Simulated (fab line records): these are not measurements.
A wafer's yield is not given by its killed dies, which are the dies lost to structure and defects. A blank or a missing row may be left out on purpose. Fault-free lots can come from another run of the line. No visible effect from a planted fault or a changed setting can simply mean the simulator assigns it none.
Split-lot experiment ; flow n5-finfet ; 21 wafers read across 7 lots, on a route 1938 steps long

ABOUT THE SPLIT
At N5_BEOL_M14_ETCH_59 (etches BARC in N2/H2, target depth 89 nm, overetch 26.7 nm, time 67.9 s), the setting time-s was moved away from the recipe's 67.9 s on 10 of the 21 wafers read, by -17.1% to +19.3%. The other wafers ran this setting at the recipe's value.

The reading is taken at the split's own step.

THE READING
coat_of_BEOL_M14_COAT_04.thk-nm (the simulator's own value, which no gauge read), in nm, at N5_BEOL_M14_ETCH_59 (etches BARC in N2/H2, target depth 89 nm, overetch 26.7 nm, time 67.9 s). The file gives no usual value for it. Here, 11 wafers ran the recipe; their average is 715.4 nm with a standard deviation of 1.4 nm.

wafer;tool, chamber at the split;time-s as run, s;against the recipe;coat_of_BEOL_M14_COAT_04.thk-nm, nm;against lot-mates on the recipe
L076.1;rie-diel-05, 0;67.9;recipe;715;-
L076.2;rie-diel-05, 1;81;+19.3%;704.2;-10.8
L076.6;rie-diel-05, 1;81;+19.3%;705.6;-9.4
L080.1;rie-diel-06, 0;79.81;+17.5%;706.2;-10.8
L080.2;rie-diel-06, 1;67.9;recipe;717;-
L080.4;rie-diel-06, 2;79.81;+17.5%;706.4;-10.6
L082.1;rie-diel-01, 2;67.9;recipe;714.2;-
L082.2;rie-diel-01, 0;67.9;recipe;715.2;-
L082.6;rie-diel-01, 1;59.81;-11.9%;724.6;+9.9
L084.2;rie-diel-01, 1;67.9;recipe;718.4;-
L084.3;rie-diel-01, 2;59.91;-11.8%;723.2;+4.8
L084.5;rie-diel-01, 0;59.91;-11.8%;727;+8.6
L089.2;rie-diel-05, 1;56.26;-17.1%;728;+14.1
L089.5;rie-diel-05, 1;67.9;recipe;714;-
L089.6;rie-diel-05, 2;67.9;recipe;713.8;-
L093.2;rie-diel-06, 1;67.9;recipe;716.8;-
L093.3;rie-diel-06, 2;67.9;recipe;715.6;-
L093.4;rie-diel-06, 0;67.9;recipe;714.4;-
L095.4;rie-diel-01, 0;67.9;recipe;715.4;-
L095.5;rie-diel-01, 3;58.73;-13.5%;728.4;+13.0
L095.6;rie-diel-01, 0;58.73;-13.5%;725.8;+10.4

THE FIT
A straight line over all 21 wafers: coat_of_BEOL_M14_COAT_04.thk-nm changes by -0.652 nm for each +1% of time-s; r = -0.97; the points scatter about the line by 1.7 nm.
The same after taking each lot's own level away (the mean of its wafers on the recipe; 21 wafers): -0.654 nm for each +1%; r = -0.98; scatter 1.6 nm.
The reading moves by 13 nm for the largest change in time-s, on that fit.
The lots' own levels span 713.90 to 718.40 nm, that is 3.3 times the standard deviation above.
The two slopes agree, so the slope changes little with the lot-to-lot level.
Check: for one of the wafers moved furthest among these (+19.3%), held out of the fit, the line's prediction against its lot-mates is -12.2 nm. Against them it came out at -10.8 nm.

OTHER SPLITS ON THESE WAFERS
Note: prior to the reading, these wafers also went through further splits. Each is held against what the fit with the lots' levels taken away leaves over:
other split on the same wafers;wafers away from the commonest value;r with coat_of_BEOL_M14_COAT_04.thk-nm (lot level and that fit taken away)
N5_BEOL_M13_TRENCH_ETCH_34 time-s;6;+0.34

FILE'S OWN FIT
coat_of_BEOL_M14_COAT_04.thk-nm changes by -0.682 nm for each +1% of time-s, r = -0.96.
